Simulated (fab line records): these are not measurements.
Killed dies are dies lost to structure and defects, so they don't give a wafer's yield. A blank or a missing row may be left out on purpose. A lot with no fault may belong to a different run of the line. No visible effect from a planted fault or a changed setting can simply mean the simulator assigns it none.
Matching of chambers | flow n5 finfet | N5_BEOL_M1_STRIP_66 on rie diel-04 has 3 sister chambers
The step strips in CF4. 3 wafers are shown with their chamber, then 7 later ones without.

== WAFERS, EACH WITH ITS CHAMBER ==
wafer  | chamber | showerhead plenum p Torr (Torr)
L084.6 | 0       | 1.69
L088.5 | 1       | 1.77
L092.3 | 3       | 1.82

== WAFERS WITH NO CHAMBER GIVEN ==
wafer  | showerhead plenum p Torr (Torr)
L092.4 | 1.82
L092.6 | 1.77
L093.1 | 1.76
L093.4 | 1.76
L096.2 | 1.82
L096.3 | 1.90
L096.4 | 1.82

== THE CHAMBER EACH PASSED THROUGH ==
wafer  | from the rows above          | in truth
L092.4 | can't be placed: 3 or 1      | 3
L092.6 | can't be placed: 1 or 3      | 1
L093.1 | can't be placed: 1 or 3 or 0 | 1
L093.4 | can't be placed: 1 or 3 or 0 | 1
L096.2 | can't be placed: 3 or 1      | 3
L096.3 | can't be placed: 3 or 1      | 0
L096.4 | can't be placed: 3 or 1      | 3
Correct placement for 0 of the 7. Cannot be placed on the basis of these rows: 7; the candidates contain the true chamber in 6. Number placed wrongly: 0.
How it was worked out, from the rows above alone: a wafer's distance from a chamber is the root of the sum, over the readings, of the square of ((its reading less the chamber's mean) divided by the reading's scatter). The wafer belongs to the nearest chamber; if the next one is less than 2 further off, it can't be placed. For every chamber, the mean is computed from those of its wafers that are shown. The scatter (one wafer shown for each chamber): square how far every hidden wafer sits from the nearest shown wafer, average those squares and take the square root.
